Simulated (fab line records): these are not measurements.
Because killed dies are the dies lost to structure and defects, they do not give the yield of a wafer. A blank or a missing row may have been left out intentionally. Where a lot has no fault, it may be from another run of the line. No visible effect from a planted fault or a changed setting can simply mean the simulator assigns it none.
Which tool did it?    flow nandHarc    33 wafers from 11 lots sampled at 4 of the route's 1302 steps

## WHAT EACH GAUGE READ, for each wafer
No reading from a measuring or inspecting step in the record can be judged against a usual standard deviation.

## TOOL THAT RAN EACH LOT (tool first, then ch and the chambers of the sampled wafers, then the start)
lot   NHARC_A_CHANNEL_HOLE_D2_STRIP_28              NHARC_A_CHANNEL_FILL_D2_ALD_02   NHARC_A_CHANNEL_FILL_D2_ANNEAL_22  NHARC_A_CHANNEL_FILL_D2_STRIP_29
L134  rieDiel-10 ch 0,1, day 14 12:34 or earlier    aldHk-02 ch 0,1, day 14 12:34    furnace-08 ch 0, day 15 22:17      rieDiel-04 ch 1,2,3, no start
L136  rieDiel-10 ch 0,2,3, day 14 17:19 or earlier  aldHk-03 ch 2,3, day 14 17:19    furnace-08 ch 0, day 15 22:17      rieDiel-04 ch 0,2,3, no start
L137  rieDiel-10 ch 0,1,3, day 15 01:37 or earlier  aldHk-02 ch 1,2,3, day 15 01:37  furnace-05 ch 0, day 16 09:14      rieDiel-08 ch 0,1,2, no start
L138  rieDiel-10 ch 0,1,2, day 15 09:55 or earlier  aldHk-03 ch 0,1,3, day 15 09:55  furnace-08 ch 0, day 16 19:33      rieDiel-05 ch 1,2,3, no start
L145  rieDiel-03 ch 2,3, day 18 10:19 or earlier    aldHk-03 ch 0,1,2, day 18 10:19  furnace-08 ch 0, day 19 17:44      rieDiel-08 ch 0,1,3, no start
L146  rieDiel-03 ch 1,2,3, day 18 18:40 or earlier  aldHk-03 ch 0,1, day 18 18:40    furnace-08 ch 0, day 20 03:26      rieDiel-08 ch 0,3, no start
L147  rieDiel-10 ch 0,1,3, day 19 14:04 or earlier  aldHk-02 ch 0,2,3, day 19 14:04  furnace-05 ch 0, day 20 22:59      rieDiel-08 ch 1,3, no start
L149  rieDiel-10 ch 1,3, day 20 01:50 or earlier    aldHk-03 ch 0,2,3, day 20 01:50  furnace-05 ch 0, day 21 12:31      rieDiel-05 ch 0,2,3, no start
L153  rieDiel-10 ch 1,2,3, day 22 02:34 or earlier  aldHk-03 ch 0,2,3, day 22 02:34  furnace-07 ch 0, day 23 15:19      rieDiel-05 ch 1,2,3, no start
L154  rieDiel-03 ch 0,3, day 22 12:33 or earlier    aldHk-03 ch 0,3, day 22 12:33    furnace-07 ch 0, day 23 23:50      rieDiel-08 ch 0,3, no start
L156  rieDiel-03 ch 0,2,3, day 23 15:50 or earlier  aldHk-03 ch 0,1,2, day 23 15:50  furnace-07 ch 0, day 24 23:58      rieDiel-08 ch 0,1,3, no start
- NHARC_A_CHANNEL_HOLE_D2_STRIP_28: strips in O2.
- NHARC_A_CHANNEL_FILL_D2_ALD_02: deposits SiO2, target thk 6 nm, pulse time 10 s, ald cycles 60.
- NHARC_A_CHANNEL_FILL_D2_ANNEAL_22: time 7200 s.
- NHARC_A_CHANNEL_FILL_D2_STRIP_29: strips in O2, time 20 s.

## WHAT THE TOOLS THEMSELVES READ (means of the sampled wafers that have a number; where no wafer has one, the mark that the record gives instead)
NHARC_A_CHANNEL_HOLE_D2_STRIP_28. Usual: drypumpMotorCurrentA 5.7 A, standard deviation 0.55; oesProductAu 1.001 a.u., standard deviation 0.0076; rfVppV 57.8 V, standard deviation 0.95; showerheadPlenumPTorr 3.54 Torr, standard deviation 0.13; throttleValvePct 17.038 %, standard deviation 0.0091.
lot   tool        drypumpMotorCurrentA (A)  oesProductAu (a.u.)  rfVppV (V)  showerheadPlenumPTorr (Torr)  throttleValvePct (%)  flag
L134  rieDiel-10  5.8                       1.001                58.4        3.59                          17.033                
L136  rieDiel-10  5.6                       1.012                57.8        3.54                          17.052                
L137  rieDiel-10  5.9                       1.006                57.9        3.62                          17.044                
L138  rieDiel-10  5.5                       1.002                57.6        3.51                          17.038                
L145  rieDiel-03  6.5                       1.008                57.7        3.57                          17.036                
L146  rieDiel-03  6.3                       1.001                57.7        3.54                          17.041                
L147  rieDiel-10  5.9                       0.994                58.4        3.62                          17.037                
L149  rieDiel-10  6.1                       0.995                58.0        3.67                          17.036                
L153  rieDiel-10  5.6                       0.995                57.4        3.56                          17.036                
L154  rieDiel-03  5.7                       0.995                57.2        3.65                          17.042                
L156  rieDiel-03  6.1                       1.001                57.6        3.61                          17.044                

NHARC_A_CHANNEL_FILL_D2_ALD_02. Usual: heaterPowerW 472 W, standard deviation 41; precursorPulseHeightRel 1.001, standard deviation 0.018.
lot   tool      heaterPowerW (W)  precursorPulseHeightRel  flag
L134  aldHk-02  441               0.994                    
L136  aldHk-03  484               1.015                    
L137  aldHk-02  490               0.999                    
L138  aldHk-03  466               1.002                    
L145  aldHk-03  483               0.991                    
L146  aldHk-03  488               1.011                    
L147  aldHk-02  453               1.002                    
L149  aldHk-03  467               0.994                    
L153  aldHk-03  464               1.000                    
L154  aldHk-03  450               1.003                    
L156  aldHk-03  489               1.008                    

NHARC_A_CHANNEL_FILL_D2_ANNEAL_22. Usual: for spikeTcBottomC, 641 C with a standard deviation of 3.2; for spikeTcCentreC, 620.3 C with a standard deviation of 1.5; for spikeTcLowerC, 621.1 C with a standard deviation of 0.99; for spikeTcTopC, 638.6 C with a standard deviation of 2.3; for spikeTcUpperC, 620.9 C with a standard deviation of 1; for tubeCenterTempC, 620.01 C with a standard deviation of 0.062; for tube_center_temp_C_max, 621.61 with a standard deviation of 0.27.
lot   tool        spikeTcBottomC (C)  spikeTcCentreC (C)  spikeTcLowerC (C)  spikeTcTopC (C)  spikeTcUpperC (C)  tubeCenterTempC (C)  tube_center_temp_C_max  flag
L134  furnace-08  638                 617.9               621.1              639.0            621.8              620.03               621.84                  
L136  furnace-08  639                 619.0               621.4              638.4            619.5              620.07               621.91                  
L137  furnace-05  640                 621.6               621.2              636.5            621.8              620.08               621.75                  
L138  furnace-08  639                 619.4               620.8              638.3            620.2              620.01               621.70                  
L145  furnace-08  625                 604.7               606.2              624.5            606.5              605.62               607.08                  OFF
L146  furnace-08  625                 605.3               606.9              623.8            605.7              605.55               607.25                  OFF
L147  furnace-05  639                 621.3               621.5              635.9            622.0              619.96               621.47                  
L149  furnace-05  640                 622.1               620.9              635.0            621.2              620.06               621.90                  
L153  furnace-07  646                 621.2               621.6              641.6            620.2              619.96               621.49                  
L154  furnace-07  646                 622.2               621.9              640.8            621.6              619.97               621.48                  
L156  furnace-07  646                 619.9               622.4              641.7            620.9              620.00               621.34                  

NHARC_A_CHANNEL_FILL_D2_STRIP_29. Usual: drypumpMotorCurrentA 5.6 A, standard deviation 0.34; oesProductAu 0.999 a.u., standard deviation 0.0076; rfVppV 57.8 V, standard deviation 0.89; showerheadPlenumPTorr 3.50 Torr, standard deviation 0.13; throttleValvePct 17.035 %, standard deviation 0.0094.
lot   tool        drypumpMotorCurrentA (A)  oesProductAu (a.u.)  rfVppV (V)  showerheadPlenumPTorr (Torr)  throttleValvePct (%)  flag
L134  rieDiel-04  5.9                       0.998                56.6        3.52                          17.023                
L136  rieDiel-04  5.9                       1.002                57.8        3.47                          17.039                
L137  rieDiel-08  5.5                       0.996                57.9        3.42                          17.024                
L138  rieDiel-05  5.7                       0.991                58.4        3.66                          17.037                
L145  rieDiel-08  5.4                       1.003                57.6        3.40                          17.034                
L146  rieDiel-08  5.3                       1.002                56.8        3.45                          17.039                
L147  rieDiel-08  5.5                       0.999                57.7        3.40                          17.026                
L149  rieDiel-05  5.6                       1.001                57.8        3.55                          17.032                
L153  rieDiel-05  5.7                       0.994                57.5        3.66                          17.030                
L154  rieDiel-08  5.3                       1.000                57.4        3.45                          17.041                
L156  rieDiel-08  5.4                       0.996                57.5        3.40                          17.037                

## THE ANSWER, worked out from the rows above alone
Rule: a lot counts as off when the mean over its wafers that have a number is more than 3 standard deviations away from the usual mean. A lot without any number at a reading at which 4 lots or more have one is off too. Where the step has rows for the other lots, those lots are counted as sound. The gauges are gone through in route order, then the tools' own readings, and for those a lot's mean is taken as printed above. The first step at which some lot is off is used, and at that step the reading that is off furthest; a lot without a number counts as furthest.
Off: L145, L146 (NHARC_A_CHANNEL_FILL_D2_ANNEAL_22, tubeCenterTempC).
A tool fits if, at that step or a process step before it, it ran every lot that is off, and no sound lot after the first of them. NHARC_A_CHANNEL_HOLE_D2_STRIP_28: start missing for some lots; hours and lot order therefore follow NHARC_A_CHANNEL_FILL_D2_ALD_02. One fits: furnace-08 at NHARC_A_CHANNEL_FILL_D2_ANNEAL_22. A fault onset in the window from L138 (day 16 19:33, its last sound lot) to L145 (day 19 17:44, its first lot off) fits.
The tool's own readings at NHARC_A_CHANNEL_FILL_D2_ANNEAL_22 bear it out: on the lots that are off they differ by more than 5 times the standard deviation of the sound lots' means. spikeTcBottomC reads 625 C there against 641 C on the sound lots; spikeTcCentreC reads 605.0 C there against 620.5 C on the sound lots; spikeTcLowerC reads 606.5 C there against 621.4 C on the sound lots; spikeTcTopC reads 624.1 C there against 638.6 C on the sound lots; spikeTcUpperC reads 606.1 C there against 621.0 C on the sound lots; tubeCenterTempC reads 605.59 C there against 620.02 C on the sound lots; tube_center_temp_C_max reads 607.16 there against 621.65 on the sound lots.

## WHAT THE SIMULATOR PUT IN
Drift in process parameters on furnace-08 at NHARC_A_CHANNEL_FILL_D2_ANNEAL_22, starting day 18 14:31. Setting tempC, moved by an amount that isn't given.
Struck lots among those shown: L145, L146. The same result came from the rule above.
